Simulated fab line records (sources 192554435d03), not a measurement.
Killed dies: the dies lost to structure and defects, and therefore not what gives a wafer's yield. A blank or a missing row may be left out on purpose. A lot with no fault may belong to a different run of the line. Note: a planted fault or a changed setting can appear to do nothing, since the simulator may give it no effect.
Lot-split experiment || flow n5_finfet || 7 lots, 21 wafers read, on a route of 1938 steps

== THE SPLIT ==
At N5_BEOL_M6_EXPOSE_25 (exposes mask V5, target cd 40 nm), the setting dose_mj was moved away from the recipe's 45 on 5 of the 21 wafers read, by +2.7% to +6.5%. All remaining wafers had this setting at the recipe value.

== FROM THE SPLIT TO THE READING: what the file shows between them, 2 steps ==
- N5_BEOL_M6_PEB_26: peb time 60 s
- N5_BEOL_M6_DEVELOP_27: develop time 30 s

== THE READING ==
At N5_BEOL_M6_CD_MEAS_28: cd_nm in nanometres, against a target cd of 40 nm. Typical for fault-free wafers on this fab line: 39.91 nm, with standard deviation 0.26 nm.

{"wafer": "L078.1", "tool, chamber at the split": "euv_scanner-01, 0", "dose_mj as run": 45, "against the recipe": "recipe", "cd_nm, nm": 40.01, "against lot-mates on the recipe": "-"}
{"wafer": "L078.3", "tool, chamber at the split": "euv_scanner-01, 0", "dose_mj as run": 47.14, "against the recipe": "+4.8%", "cd_nm, nm": 41.16, "against lot-mates on the recipe": "+1.27"}
{"wafer": "L078.4", "tool, chamber at the split": "euv_scanner-01, 0", "dose_mj as run": 45, "against the recipe": "recipe", "cd_nm, nm": 39.77, "against lot-mates on the recipe": "-"}
{"wafer": "L079.2", "tool, chamber at the split": "euv_scanner-01, 0", "dose_mj as run": 47.94, "against the recipe": "+6.5%", "cd_nm, nm": 41.13, "against lot-mates on the recipe": "+1.46"}
{"wafer": "L079.5", "tool, chamber at the split": "euv_scanner-01, 0", "dose_mj as run": 45, "against the recipe": "recipe", "cd_nm, nm": 39.65, "against lot-mates on the recipe": "-"}
{"wafer": "L079.6", "tool, chamber at the split": "euv_scanner-01, 0", "dose_mj as run": 45, "against the recipe": "recipe", "cd_nm, nm": 39.69, "against lot-mates on the recipe": "-"}
{"wafer": "L081.3", "tool, chamber at the split": "euv_scanner-01, 0", "dose_mj as run": 45, "against the recipe": "recipe", "cd_nm, nm": 40.57, "against lot-mates on the recipe": "-"}
{"wafer": "L081.5", "tool, chamber at the split": "euv_scanner-01, 0", "dose_mj as run": 45, "against the recipe": "recipe", "cd_nm, nm": 40.37, "against lot-mates on the recipe": "-"}
{"wafer": "L081.6", "tool, chamber at the split": "euv_scanner-01, 0", "dose_mj as run": 45, "against the recipe": "recipe", "cd_nm, nm": 40.24, "against lot-mates on the recipe": "-"}
{"wafer": "L083.3", "tool, chamber at the split": "euv_scanner-01, 0", "dose_mj as run": 46.67, "against the recipe": "+3.7%", "cd_nm, nm": 40.61, "against lot-mates on the recipe": "+0.90"}
{"wafer": "L083.4", "tool, chamber at the split": "euv_scanner-01, 0", "dose_mj as run": 45, "against the recipe": "recipe", "cd_nm, nm": 39.92, "against lot-mates on the recipe": "-"}
{"wafer": "L083.5", "tool, chamber at the split": "euv_scanner-01, 0", "dose_mj as run": 45, "against the recipe": "recipe", "cd_nm, nm": 39.50, "against lot-mates on the recipe": "-"}
{"wafer": "L085.3", "tool, chamber at the split": "euv_scanner-01, 0", "dose_mj as run": 45, "against the recipe": "recipe", "cd_nm, nm": 40.34, "against lot-mates on the recipe": "-"}
{"wafer": "L085.4", "tool, chamber at the split": "euv_scanner-01, 0", "dose_mj as run": 46.22, "against the recipe": "+2.7%", "cd_nm, nm": 40.47, "against lot-mates on the recipe": "+0.00"}
{"wafer": "L085.5", "tool, chamber at the split": "euv_scanner-01, 0", "dose_mj as run": 45, "against the recipe": "recipe", "cd_nm, nm": 40.59, "against lot-mates on the recipe": "-"}
{"wafer": "L090.1", "tool, chamber at the split": "euv_scanner-01, 0", "dose_mj as run": 45, "against the recipe": "recipe", "cd_nm, nm": 39.73, "against lot-mates on the recipe": "-"}
{"wafer": "L090.3", "tool, chamber at the split": "euv_scanner-01, 0", "dose_mj as run": 45, "against the recipe": "recipe", "cd_nm, nm": 39.77, "against lot-mates on the recipe": "-"}
{"wafer": "L090.4", "tool, chamber at the split": "euv_scanner-01, 0", "dose_mj as run": 45, "against the recipe": "recipe", "cd_nm, nm": 39.88, "against lot-mates on the recipe": "-"}
{"wafer": "L095.4", "tool, chamber at the split": "euv_scanner-02, 0", "dose_mj as run": 46.29, "against the recipe": "+2.9%", "cd_nm, nm": 40.59, "against lot-mates on the recipe": "+0.86"}
{"wafer": "L095.5", "tool, chamber at the split": "euv_scanner-02, 0", "dose_mj as run": 45, "against the recipe": "recipe", "cd_nm, nm": 39.55, "against lot-mates on the recipe": "-"}
{"wafer": "L095.6", "tool, chamber at the split": "euv_scanner-02, 0", "dose_mj as run": 45, "against the recipe": "recipe", "cd_nm, nm": 39.92, "against lot-mates on the recipe": "-"}

THE FIT
A straight line over all 21 wafers: cd_nm changes by +0.198 nm for each +1% of dose_mj; r = +0.78; the points scatter about the line by 0.32 nm.
The same after taking each lot's own level away (the mean of its wafers on the recipe; 21 wafers): +0.228 nm for each +1%; r = +0.92; scatter 0.2 nm.
On that fit, the largest move of dose_mj shifts the reading by 1.5 nm.
Measured against the standard deviation above, the lots' own levels, which go from 39.670 to 40.465 nm, span 3.1 times it.
So the lot-to-lot level blurs the effect unless lot-mates are compared.
Check: for one of the wafers moved furthest among these (+6.5%), held out of the fit, the line's prediction against its lot-mates is +1.5 nm. Against them it came out at +1.46 nm.

== FURTHER SPLITS ON THESE WAFERS ==
Before the reading, these wafers also passed through other splits. Each is held against what the fit with the lots' levels taken away leaves over:
{"other split on the same wafers": "N5_BEOL_M3_TRENCH_ETCH_37 source_w", "wafers away from the commonest value": 9, "r with cd_nm (lot level and that fit taken away)": -0.28}
{"other split on the same wafers": "N5_BEOL_M4_TRENCH_ETCH_37 bias_w", "wafers away from the commonest value": 9, "r with cd_nm (lot level and that fit taken away)": -0.28}
{"other split on the same wafers": "N5_BEOL_M5_ILD_DEP_00 time_s", "wafers away from the commonest value": 7, "r with cd_nm (lot level and that fit taken away)": "+0.05"}
{"other split on the same wafers": "N5_BEOL_M5_EXPOSE_25 dose_mj", "wafers away from the commonest value": 6, "r with cd_nm (lot level and that fit taken away)": "+0.05"}
{"other split on the same wafers": "N5_BEOL_M5_ETCH_68 bias_w", "wafers away from the commonest value": 5, "r with cd_nm (lot level and that fit taken away)": "+0.09"}
{"other split on the same wafers": "N5_BEOL_M6_COAT_22 spin_rpm", "wafers away from the commonest value": 7, "r with cd_nm (lot level and that fit taken away)": "+0.12"}

== THE WHOLE CHAIN: every reading that the file lists as answering this split, in the file's order ==
{"step": "N5_BEOL_M6_CD_MEAS_28", "what it does": "target cd 40 nm", "reading": "cd_nm", "change (the file's fit)": "+0.226 nm for each +1% of the setting", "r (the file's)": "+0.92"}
{"step": "N5_BEOL_M6_DESCUM_33", "what it does": "chemistry O2, time 7 s", "reading": "BEOL_M6.cd_nm (the simulator's own value, which no gauge read)", "change (the file's fit)": "+0.206 nm for each +1% of the setting", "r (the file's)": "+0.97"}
{"step": "N5_BEOL_M6_ETCH_65", "what it does": "etches SiARC in CF4, target depth 15.6 nm, time 26 s", "reading": "BEOL_M6.cd_nm (the simulator's own value, which no gauge read)", "change (the file's fit)": "+0.221 nm for each +1% of the setting", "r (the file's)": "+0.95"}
{"step": "N5_BEOL_M6_ETCH_66", "what it does": "etches SOC in N2/H2, target depth 80 nm, overetch 16 nm, time 120 s", "reading": "BEOL_M6.cd_nm (the simulator's own value, which no gauge read)", "change (the file's fit)": "+0.232 nm for each +1% of the setting", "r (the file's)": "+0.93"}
{"step": "N5_BEOL_M6_VIA_ETCH_34", "what it does": "etches SiCOH lowk in C4F6/O2, target depth 126.3 nm, time 50.9 s", "reading": "BEOL_M6.cd_nm (the simulator's own value, which no gauge read)", "change (the file's fit)": "+0.237 nm for each +1% of the setting", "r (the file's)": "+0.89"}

== FILE'S OWN FIT ==
cd_nm changes by +0.226 nm for each +1% of dose_mj, r = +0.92.
